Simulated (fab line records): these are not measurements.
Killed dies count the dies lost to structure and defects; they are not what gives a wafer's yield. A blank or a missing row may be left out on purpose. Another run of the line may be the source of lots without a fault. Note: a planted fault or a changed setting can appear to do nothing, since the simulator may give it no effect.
fab line records	flow n5_finfet
record: lots: 4	wafers: 12	last_day: 18
route steps=1938 shown BEOL_M4@1099 BEOL_M5@1112 BEOL_M11@1593 PASSIVATION@1936
lots untouched by any fault: they come from a run of this same line in which no faults occurred
start_h: hours from the record's first day to the start of the lot's first wafer shown	wait_h: hours from the lot's prior step to this one	" same as the row above	L1.1+2: a row that stands for several wafers	- either no value or no given start	* or withheld: withheld	< > ~ a bound
route shown NAME@n: NAME is a module with steps in the file, n the number in the route of the first one	usual: mean/standard deviation of fault-free wafers	same: alike in all rows	chamber/n: place in a boat	sites: readings site by site	_std_site: their standard deviation	_edge_site: the outer-site mean with the inner-site mean subtracted	radius_mm: for every site, how far away it sits from the centre of the wafer	mask NAME#n: copy n	behind: the tool/chamber that last shaped the wafer	hold: reason for holding the lot/hours on hold/outcome of the hold	device: which transistor (n, p or np) failed to switch	end of line: at the end of the route, the tests of the same wafers	step lacking rows: just its recipe	killed: at the first sort, the dies lost to defects and structure; wafer yield is something else	map: a wafer's dies, x killed, . not, _ none there
set.NAME: the setting the step ran with; set.NAME@STEP: the setting that earlier step ran with	model.NAME: the simulator's own value behind a step, which no gauge read
lots at some steps of the route; a table a step, a row a wafer
services: a tool's chamber out of use, with start hour (start_h, from the record's first day; less than 0 if before it), hours out, and reason
== steps ==
step: N5_BEOL_M4_ANNEAL_95
recipe: temp_c: 400	time_s: 240	ambient: vacuum
step: N5_BEOL_M4_SPUTTER_96
recipe: material: Cu	target_thk_a: 45	temp_c: -20	chamber_pressure_pa: 0.07	power_w: withheld	time_s: 8.29
step: N5_BEOL_M4_ECD_50
recipe: material: Cu	target_thk_a: 3000
step: N5_BEOL_M4_ANNEAL_51
recipe: temp_c: 225	time_s: 90	ambient: N2
step: N5_BEOL_M4_CMP_52
recipe: stop_on: SiOC	t_overpolish_s: 6.8	down_force_psi: 1	platen_rpm: 50	clearing_platen_down_force_psi: 1.5	clearing_platen_rpm: 50	post_cmp_clean: cu_alkaline	target_thk_nm: 40	clearing_platen_pad_velocity_m_s: 0.99484	pad_velocity_m_s: 0.99484
step: N5_BEOL_M4_PRE_CLEAN_60
recipe: gas: NH3/H2	time_s: 15	temp_c: *	rf_power_w: 300
step: N5_BEOL_M4_CO_CAP_55
recipe: material: Co	target_thk_a: 20	temp_c: 200	precursor: CCTBA/H2	pressure_torr: 30	time_s: 102.1
step: N5_BEOL_M4_PRE_CLEAN_56
recipe: gas: NH3	time_s: 15	temp_c: withheld	rf_power_w: 300
step: N5_BEOL_M4_DEP_57
recipe: material: SiCN	target_thk_a: 80	temp_c: withheld	precursor: 3MS/NH3	pressure_torr: 3	rf_w: 202	time_s: 14
step: N5_BEOL_M4_RC_MEAS_101
usual: DIBL_N: 36.3/2	DIBL_P: 36.3/2.4	IOFF_N: 0.16/0.034	IOFF_P: 0.21/0.035	ION_N: 672/12	ION_P: 459/6.5	SS_N: 71.6/0.67	SS_P: 73.3/0.71	VT_N: 250/3.5	VT_P: -251/3
lot.wafer	tool	chamber	start_h	wait_h	DIBL_N[mV/V]	DIBL_P[mV/V]	IOFF_N[nA/um]	IOFF_P[nA/um]	ION_N[uA/um]	ION_P[uA/um]	SS_N[mV/dec]	SS_P[mV/dec]	VT_N[mV]	VT_P[mV]
L912.1	prober-02	0	219.81	0.0	33.2	32.5	0.13	0.17	669	456	72.0	72.4	251	-255
L912.3	"	0	"	"	35.0	35.7	0.16	0.22	673	462	72.4	73.3	249	-247
L912.5	"	0	"	"	32.8	32.0	0.12	0.17	652	446	71.1	72.3	253	-250
L915.1	prober-02	0	261.12	0.0	36.8	37.9	0.16	0.23	665	462	71.9	73.1	254	-246
L915.2	"	0	"	"	36.4	36.9	0.15	0.20	659	451	71.3	73.2	254	-251
L915.4	"	0	"	"	36.8	37.4	0.17	0.22	671	465	71.1	74.2	249	-248
L920.1	prober-01	0	286.38	0.0	35.8	36.9	0.16	0.23	665	459	71.2	72.6	248	-249
L920.2	"	0	"	"	35.9	35.9	0.16	0.22	663	457	72.1	73.2	247	-246
L920.3	"	0	"	"	37.4	37.9	0.19	0.26	681	467	72.0	73.2	247	-247
L928.2	prober-01	0	326.54	0.2	38.5	39.2	0.23	0.26	693	467	72.8	73.9	242	-247
L928.3	"	0	"	"	37.8	38.4	0.23	0.26	685	459	72.2	73.7	243	-247
L928.4	"	0	"	"	38.6	39.4	0.23	0.26	686	460	71.8	74.3	244	-245
step: N5_BEOL_M5_ILD_DEP_00
recipe: material: SiCOH_lowk	target_thk_a: 1406.4	temp_c: 300	precursor: DEMS/porogen	pressure_torr: 5	rf_w: 500	time_s: 25.9
step: N5_BEOL_M5_CURE_79
recipe: temp_c: 385	time_s: 240	ambient: He/Ar	material: SiCOH_lowk
step: N5_BEOL_M5_PECVD_70
recipe: material: SiO2	target_thk_a: 160	temp_c: 400	precursor: TEOS/O2	pressure_torr: 5.5	rf_w: 450	teos_flow_sccm: 53.8	gas: O2	flow_sccm: 3000	time_s: 18
step: N5_BEOL_M5_HM_DEP_02
recipe: material: TiN	target_thk_a: 200	temp_c: 25	chamber_pressure_pa: 0.49996
step: N5_BEOL_M5_COAT_59
recipe: resist: SOC	temp_c: 250	time_s: 60	spin_rpm: 1500	resist_thk_nm: 60
step: N5_BEOL_M5_COAT_60
recipe: resist: SiARC	temp_c: 220	time_s: 60	spin_rpm: 1500	resist_thk_nm: 12
step: N5_BEOL_M5_COAT_71
recipe: resist: underlayer	temp_c: 205	time_s: 60	spin_rpm: 1500	resist_thk_nm: 5
step: N5_BEOL_M5_COAT_05
recipe: resist: CAR-EUV	spin_rpm: 1500	resist_thk_nm: 30
step: N5_BEOL_M5_EBR_07
recipe: solvent: PGMEA	ebr_width_mm: 1.5
step: N5_BEOL_M5_SOFTBAKE_06
recipe: temp_c: 110	time_s: 60	resist: CAR-EUV
step: N5_BEOL_M5_EXPOSE_08
recipe: mask_id: M5	na: 0.33	source_shape: annular	sigma_inner: 0.4	sigma_outer: 0.8	polarization: unpolarized	target_cd_nm: 28	dose_mj: 35.75
step: N5_BEOL_M5_PEB_09
recipe: peb_temp_c: 100	peb_time_s: 60	resist: CAR-EUV
step: N5_BEOL_M5_DEVELOP_10
recipe: develop_time_s: 30	developer: TMAH	resist: CAR-EUV	rinse_liquid: surfactant_rinse	dry: air_spin	dev_temp_c: 23
step: N5_BEOL_M5_DESCUM_16
recipe: chemistry: O2	time_s: 7	source_power_w: 50	bias_power_w: 20	pressure_mtorr: 20	rf_frequency_hz: 2.712e+07	temp_c: 40	resist: CAR-EUV	o2_flow_sccm: 225
step: N5_BEOL_M5_ETCH_72
recipe: chemistry: N2/H2	target: underlayer	target_depth_a: 65	mask_material: CAR-EUV	time_s: 5.2	ion_energy_ev: 200	pressure_mtorr: 30	source_w: 840	bias_w: 150	n2_flow_sccm: 200	h2_flow_sccm: 200	ends: cleared
step: N5_BEOL_M5_ETCH_61
recipe: chemistry: CF4	target: SiARC	target_depth_a: 156	mask_material: CAR-EUV	time_s: 26	ion_energy_ev: 80	pressure_mtorr: 40	source_w: 545	bias_w: 36	Ar_flow_sccm: 100	cf4_flow_sccm: 100	ends: cleared
step: N5_BEOL_M5_ETCH_62
recipe: chemistry: N2/H2	target: SOC	target_depth_a: 750	overetch_a: 150	mask_material: SiARC	temp_c: 40	time_s: 112.5	ion_energy_ev: 200	pressure_mtorr: 30	source_w: 840	bias_w: 150	n2_flow_sccm: 200	h2_flow_sccm: 200
step: N5_BEOL_M5_STRIP_63
recipe: chemistry: N2/H2	temp_c: 40	n2_flow_sccm: 200	h2_flow_sccm: 200	rf_frequency_hz: 6e+07
step: N5_BEOL_M5_STRIP_73
recipe: chemistry: N2/H2	temp_c: 40	n2_flow_sccm: 200	h2_flow_sccm: 200	rf_frequency_hz: 6e+07
step: N5_BEOL_M5_STRIP_64
recipe: chemistry: CF4	resist: SiARC	power_w: 300	bias_power_w: 75	pressure_mtorr: 50	cf4_flow_sccm: 150	rf_frequency_hz: 6e+07
step: N5_BEOL_M5_HM_OPEN_17
recipe: chemistry: Cl2/BCl3	target_depth_a: 200	overetch_a: 60	target: TiN	mask_material: SOC	ion_energy_ev: 150	pressure_mtorr: 10	icp_w: 1000	bias_w: 126	Cl2_flow_sccm: 53.25	bcl3_flow_sccm: 21.75	Ar_flow_sccm: 25
step: N5_BEOL_M5_STRIP_19
recipe: chemistry: O2	power_w: 400	temp_c: 40	pressure_mtorr: 30	rf_frequency_hz: 6e+07	bias_power_w: 0	overash_fraction: 0.2	o2_flow_sccm: 225
step: N5_BEOL_M5_COAT_65
recipe: resist: SOC	temp_c: 250	time_s: 60	spin_rpm: 1500	resist_thk_nm: 60
step: N5_BEOL_M5_COAT_66
recipe: resist: SiARC	temp_c: 220	time_s: 60	spin_rpm: 1500	resist_thk_nm: 12
step: N5_BEOL_M11_SPUTTER_48
recipe: material: Cu	target_thk_a: 120	temp_c: -20	bias_v: 60	power_w: 26000	chamber_pressure_pa: 0.13	time_s: 2
usual: bias_v: 60.0/0.57	cathode_dc_power_W: 26000/4.1	throttle_valve_pct: 30.2/0.98
lot.wafer	tool	chamber	start_h	wait_h	bias_v	cathode_dc_power_W	throttle_valve_pct
L912.1	pvd_sputter-01	-	283.32	0.2	60.7	25992	30.0
L912.3	"	-	"	"	59.6	25996	29.8
L912.5	"	-	"	"	59.5	26002	30.2
L915.1	pvd_sputter-02	-	331.18	0.1	-	-	-
L915.2	"	-	"	"	-	-	-
L915.4	"	-	"	"	-	-	-
L920.1	pvd_sputter-01	-	348.51	0.1	-	-	-
L920.2	"	-	"	"	-	-	-
L920.3	"	-	"	"	-	-	-
L928.2	pvd_sputter-03	-	387.93	0.1	60.6	25999	28.4
L928.3	"	-	"	"	60.4	25998	30.0
L928.4	"	-	"	"	59.7	26003	31.4
step: N5_BEOL_M11_CMP_52
recipe: stop_on: SiCOH_lowk	t_overpolish_s: 7	down_force_psi: 1	platen_rpm: 50	clearing_platen_down_force_psi: 1.5	clearing_platen_rpm: 50	post_cmp_clean: cu_alkaline	target_thk_nm: 140	clearing_platen_pad_velocity_m_s: 0.99484	pad_velocity_m_s: 0.99484
usual: motor_current_A: 5.8/0.78	time_to_endpoint_s: 66.4/2.8
lot.wafer	tool	chamber	start_h	wait_h	motor_current_A	time_to_endpoint_s
L912.1	cmp-03	0	283.89	0.3	5.1	64.9
L912.3	"	1	"	"	5.2	70.6
L912.5	"	0	"	"	5.0	67.5
L915.4	cmp-03	0	333.68	0.1	5.1	0.0
L915.1	"	1	"	"	4.9	2.0
L915.2	"	2	"	"	5.4	1.3
L920.3	cmp-01	0	349.61	0.2	7.5	0.0
L920.2	"	1	"	"	6.1	0.1
L920.1	"	3	"	"	5.6	0.0
L928.4	cmp-03	3	388.45	0.1	6.0	65.3
L928.2	"	1	"	"	5.1	71.7
L928.3	"	2	"	"	5.3	66.1
step: N5_PASSIVATION_PROBE_49
usual: defect_limited_yield: 91.4/1.5	killed_at_M0_to_M3: 33/11	killed_at_M4_up: 14/5.3	killed_at_contacts: 13/6.2	killed_at_front_end: 39/13	killed_at_other: 3.1/2.8	killed_dies: 102/17	killed_on_rim: 13/3.8	killed_open: 68/13	killed_short: 32/7.8	sort_bin_5_function: 5.1/0.95	sort_bin_6_memory: 3.2/0.7	sort_n_pass: 1078/18	sort_yield_pct: 91.3/1.5
same: gross_dies: 1180	killed_at_back_side: 0	sort_bin_4_leakage[%]: 0	sort_bin_8_speed[%]: 0
lot.wafer	tool	chamber	start_h	wait_h	defect_limited_yield[%]	killed_at_M0_to_M3	killed_at_M4_up	killed_at_contacts	killed_at_front_end	killed_at_other	killed_dies	killed_on_rim	killed_open	killed_short	sort_bin_5_function[%]	sort_bin_6_memory[%]	sort_n_pass	sort_yield_pct[%]
L915.1	prober-02	-	372.87	0.0	0	30	1088	17	40	5	1180	152	86	22	96.2	3.7	0	0
L915.2	prober-02	-	372.92	0.1	0	28	1089	13	41	9	1180	152	67	34	96.4	3.5	0	0
L915.4	prober-02	-	373.02	0.2	0	17	1123	13	23	4	1180	152	50	22	97.0	2.5	0	0
L920.1	prober-02	-	388.63	0.0	0	25	1100	21	33	1	1180	152	60	25	96.4	3.4	0	0
L920.2	prober-02	-	388.68	0.1	0	37	1080	34	26	3	1180	152	68	43	95.3	4.2	0	0
L920.3	prober-02	-	388.73	0.1	0	47	1069	14	48	2	1180	152	71	42	95.8	3.5	0	0
killed by level:class
L915.1 BEOL_M11:area_ecd=556 BEOL_M11:area_sputter=515 MOL_CONTACT_COAG:geometric_particle:open=17 STI_FIN_REVEAL:geometric_particle:open=16 BEOL_M4:geometric_particle:open=12 BEOL_M3:geometric_particle:open=8 BEOL_M0_SAQP:geometric_particle:open=7 BEOL_M0_SAQP:geometric_particle:short=6
L915.2 BEOL_M11:area_sputter=540 BEOL_M11:area_ecd=539 STI_FIN_REVEAL:geometric_particle:open=14 MOL_CONTACT_COAG:geometric_particle:open=9 BEOL_M0_SAQP:geometric_particle:open=8 BEOL_M1:geometric_particle:open=6 FIN_SAQP:geometric_particle:short=5 BEOL_M0_SAQP:geometric_particle:short=5
L915.4 BEOL_M11:area_ecd=559 BEOL_M11:area_sputter=546 MOL_CONTACT_COAG:geometric_particle:open=10 DUMMY_GATE:geometric_particle:open=6 BEOL_M0_SAQP:geometric_particle:short=5 BEOL_M4:geometric_particle:open=5 BEOL_M0_SAQP:geometric_particle:open=4 BEOL_M3:geometric_particle:open=4
L920.1 BEOL_M11:area_ecd=551 BEOL_M11:area_sputter=544 MOL_CONTACT_COAG:geometric_particle:open=15 FIN_SAQP:geometric_particle:open=8 GATE_CUT:geometric_particle:open=7 BEOL_M2:geometric_particle:open=7 GATE_CUT:geometric_particle:short=6 MOL_CONTACT_COAG:geometric_particle:short=6
L920.2 BEOL_M11:area_sputter=568 BEOL_M11:area_ecd=497 MOL_CONTACT_COAG:geometric_particle:open=30 BEOL_M0_SAQP:geometric_particle:short=15 BEOL_M0_SAQP:geometric_particle:open=8 BEOL_M2:geometric_particle:open=8 BEOL_M4:geometric_particle:short=5 STI_FIN_REVEAL:geometric_particle:open=4
L920.3 BEOL_M11:area_sputter=536 BEOL_M11:area_ecd=525 BEOL_M0_SAQP:geometric_particle:short=12 GATE_CUT:geometric_particle:short=10 MOL_CONTACT_COAG:geometric_particle:open=10 BEOL_M2:geometric_particle:open=10 GATE_CUT:geometric_particle:open=9 BEOL_M1:geometric_particle:open=9
map L915.1 (x killed, . not)
_________________xxxxxxxxxxxx________________
______________xxxxxxxxxxxxxxxxxx_____________
___________xxxxxxxxxxxxxxxxxxxxxxxx__________
__________xxxxxxxxxxxxxxxxxxxxxxxxxx_________
________xxxxxxxxxxxxxxxxxxxxxxxxxxxxxx_______
_______xxxxxxxxxxxxxxxxxxxxxxxxxxxxxxxx______
______xxxxxxxxxxxxxxxxxxxxxxxxxxxxxxxxxx_____
_____xxxxxxxxxxxxxxxxxxxxxxxxxxxxxxxxxxxx____
____xxxxxxxxxxxxxxxxxxxxxxxxxxxxxxxxxxxxxx___
___xxxxxxxxxxxxxxxxxxxxxxxxxxxxxxxxxxxxxxxx__
___xxxxxxxxxxxxxxxxxxxxxxxxxxxxxxxxxxxxxxxx__
__xxxxxxxxxxxxxxxxxxxxxxxxxxxxxxxxxxxxxxxxxx_
__xxxxxxxxxxxxxxxxxxxxxxxxxxxxxxxxxxxxxxxxxx_
_xxxxxxxxxxxxxxxxxxxxxxxxxxxxxxxxxxxxxxxxxxxx
_xxxxxxxxxxxxxxxxxxxxxxxxxxxxxxxxxxxxxxxxxxxx
_xxxxxxxxxxxxxxxxxxxxxxxxxxxxxxxxxxxxxxxxxxxx
_xxxxxxxxxxxxxxxxxxxxxxxxxxxxxxxxxxxxxxxxxxxx
_xxxxxxxxxxxxxxxxxxxxxxxxxxxxxxxxxxxxxxxxxxxx
_xxxxxxxxxxxxxxxxxxxxxxxxxxxxxxxxxxxxxxxxxxxx
_xxxxxxxxxxxxxxxxxxxxxxxxxxxxxxxxxxxxxxxxxxxx
_xxxxxxxxxxxxxxxxxxxxxxxxxxxxxxxxxxxxxxxxxxxx
__xxxxxxxxxxxxxxxxxxxxxxxxxxxxxxxxxxxxxxxxxx_
__xxxxxxxxxxxxxxxxxxxxxxxxxxxxxxxxxxxxxxxxxx_
___xxxxxxxxxxxxxxxxxxxxxxxxxxxxxxxxxxxxxxxx__
___xxxxxxxxxxxxxxxxxxxxxxxxxxxxxxxxxxxxxxxx__
____xxxxxxxxxxxxxxxxxxxxxxxxxxxxxxxxxxxxxx___
_____xxxxxxxxxxxxxxxxxxxxxxxxxxxxxxxxxxxx____
______xxxxxxxxxxxxxxxxxxxxxxxxxxxxxxxxxx_____
_______xxxxxxxxxxxxxxxxxxxxxxxxxxxxxxxx______
________xxxxxxxxxxxxxxxxxxxxxxxxxxxxxx_______
__________xxxxxxxxxxxxxxxxxxxxxxxxxx_________
___________xxxxxxxxxxxxxxxxxxxxxxxx__________
______________xxxxxxxxxxxxxxxxxx_____________
_________________xxxxxxxxxxxx________________
map L920.1 (x killed, . not)
_________________xxxxxxxxxxxx________________
______________xxxxxxxxxxxxxxxxxx_____________
___________xxxxxxxxxxxxxxxxxxxxxxxx__________
__________xxxxxxxxxxxxxxxxxxxxxxxxxx_________
________xxxxxxxxxxxxxxxxxxxxxxxxxxxxxx_______
_______xxxxxxxxxxxxxxxxxxxxxxxxxxxxxxxx______
______xxxxxxxxxxxxxxxxxxxxxxxxxxxxxxxxxx_____
_____xxxxxxxxxxxxxxxxxxxxxxxxxxxxxxxxxxxx____
____xxxxxxxxxxxxxxxxxxxxxxxxxxxxxxxxxxxxxx___
___xxxxxxxxxxxxxxxxxxxxxxxxxxxxxxxxxxxxxxxx__
___xxxxxxxxxxxxxxxxxxxxxxxxxxxxxxxxxxxxxxxx__
__xxxxxxxxxxxxxxxxxxxxxxxxxxxxxxxxxxxxxxxxxx_
__xxxxxxxxxxxxxxxxxxxxxxxxxxxxxxxxxxxxxxxxxx_
_xxxxxxxxxxxxxxxxxxxxxxxxxxxxxxxxxxxxxxxxxxxx
_xxxxxxxxxxxxxxxxxxxxxxxxxxxxxxxxxxxxxxxxxxxx
_xxxxxxxxxxxxxxxxxxxxxxxxxxxxxxxxxxxxxxxxxxxx
_xxxxxxxxxxxxxxxxxxxxxxxxxxxxxxxxxxxxxxxxxxxx
_xxxxxxxxxxxxxxxxxxxxxxxxxxxxxxxxxxxxxxxxxxxx
_xxxxxxxxxxxxxxxxxxxxxxxxxxxxxxxxxxxxxxxxxxxx
_xxxxxxxxxxxxxxxxxxxxxxxxxxxxxxxxxxxxxxxxxxxx
_xxxxxxxxxxxxxxxxxxxxxxxxxxxxxxxxxxxxxxxxxxxx
__xxxxxxxxxxxxxxxxxxxxxxxxxxxxxxxxxxxxxxxxxx_
__xxxxxxxxxxxxxxxxxxxxxxxxxxxxxxxxxxxxxxxxxx_
___xxxxxxxxxxxxxxxxxxxxxxxxxxxxxxxxxxxxxxxx__
___xxxxxxxxxxxxxxxxxxxxxxxxxxxxxxxxxxxxxxxx__
____xxxxxxxxxxxxxxxxxxxxxxxxxxxxxxxxxxxxxx___
_____xxxxxxxxxxxxxxxxxxxxxxxxxxxxxxxxxxxx____
______xxxxxxxxxxxxxxxxxxxxxxxxxxxxxxxxxx_____
_______xxxxxxxxxxxxxxxxxxxxxxxxxxxxxxxx______
________xxxxxxxxxxxxxxxxxxxxxxxxxxxxxx_______
__________xxxxxxxxxxxxxxxxxxxxxxxxxx_________
___________xxxxxxxxxxxxxxxxxxxxxxxx__________
______________xxxxxxxxxxxxxxxxxx_____________
_________________xxxxxxxxxxxx________________
== services ==
tool	chamber	start_h	hours	kind
cmp-01	-	305.18	1.3	repair
cmp-03	-	356.08	2.3	repair
== key ==
first_sign: step: N5_BEOL_M11_SPUTTER_48	reading: tool_record	direction: missing
effect: step: N5_BEOL_M11_CMP_52	reading: time_to_endpoint_s	direction: down	sigmas: 23	usual: *	struck: *
effect: step: N5_PASSIVATION_PROBE_49	reading: killed_at_M4_up	direction: up	sigmas: 99+	usual: 14	struck: 1092
more_kills_born_at: N5_BEOL_M11_ECD_50@ecd_cu-02: 3227	N5_BEOL_M11_SPUTTER_48@pvd_sputter-01: 1648	N5_BEOL_M11_SPUTTER_48@pvd_sputter-02: 1601
met_at N5_BEOL_M11_SPUTTER_48
struck_wafers L915.1,L915.2,L915.4,L920.1,L920.2,L920.3
later_rows_left_out L915.1,L915.2,L915.4,L920.1,L920.2,L920.3
onset_between 283.32 331.18
fault: kind: skipped_step_whole	tool: pvd_sputter-01,pvd_sputter-02	chamber: -	onset_h: 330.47	steps: N5_BEOL_M11_SPUTTER_48	scope: struck_lots_only
later_rows_left_out: the simulator's readings of these wafers behind a module that went badly wrong aren't trusted and aren't shown, but for the sort
